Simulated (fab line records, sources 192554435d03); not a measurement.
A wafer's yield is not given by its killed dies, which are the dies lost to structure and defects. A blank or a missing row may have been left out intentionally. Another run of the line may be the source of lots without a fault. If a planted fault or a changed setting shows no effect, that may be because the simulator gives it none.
Chamber matching :: flow n5-finfet :: N5_MOL_CONTACT_COAG_ETCH_66 on rie-diel-06: 4 sister chambers
The step etches SiARC in CF4, target depth 13 nm, time 21.7 s. 4 wafers are shown with their chamber, then 7 later ones without.

== WAFERS WITH THEIR CHAMBER ==
wafer: L084.1
chamber: 3
drypump-motor-current-A (A): 6.4

wafer: L086.5
chamber: 2
drypump-motor-current-A (A): 5.5

wafer: L092.4
chamber: 0
drypump-motor-current-A (A): 5.7

wafer: L092.5
chamber: 1
drypump-motor-current-A (A): 5.0

== WAFERS MISSING THEIR CHAMBER ==
wafer: L092.6
drypump-motor-current-A (A): 5.4

wafer: L094.1
drypump-motor-current-A (A): 5.4

wafer: L094.2
drypump-motor-current-A (A): 6.4

wafer: L094.3
drypump-motor-current-A (A): 5.8

wafer: L097.1
drypump-motor-current-A (A): 5.4

wafer: L097.3
drypump-motor-current-A (A): 5.0

wafer: L097.6
drypump-motor-current-A (A): 5.7

== WHICH CHAMBER EACH WENT THROUGH ==
wafer: L092.6
from the rows above: 2
in truth: 2

wafer: L094.1
from the rows above: 2
in truth: 2

wafer: L094.2
from the rows above: 3
in truth: 3

wafer: L094.3
from the rows above: 0
in truth: 0

wafer: L097.1
from the rows above: 2
in truth: 2

wafer: L097.3
from the rows above: 1
in truth: 1

wafer: L097.6
from the rows above: 0
in truth: 0
7 of 7 placed correctly. Left unplaced by these rows: 0. Wrongly placed: 0.
How it was worked out, from the rows above alone: a wafer's distance from a chamber is the root of the sum, over the readings, of the square of ((its reading less the chamber's mean) divided by the reading's scatter). If the next closest chamber is less than 2 further off than the closest, the wafer can't be placed; otherwise it belongs to the closest. For every chamber, the mean is computed from those of its wafers that are shown. The scatter: with one shown wafer a chamber, the root of the mean of the squares of how far each hidden wafer lies from its nearest shown one.
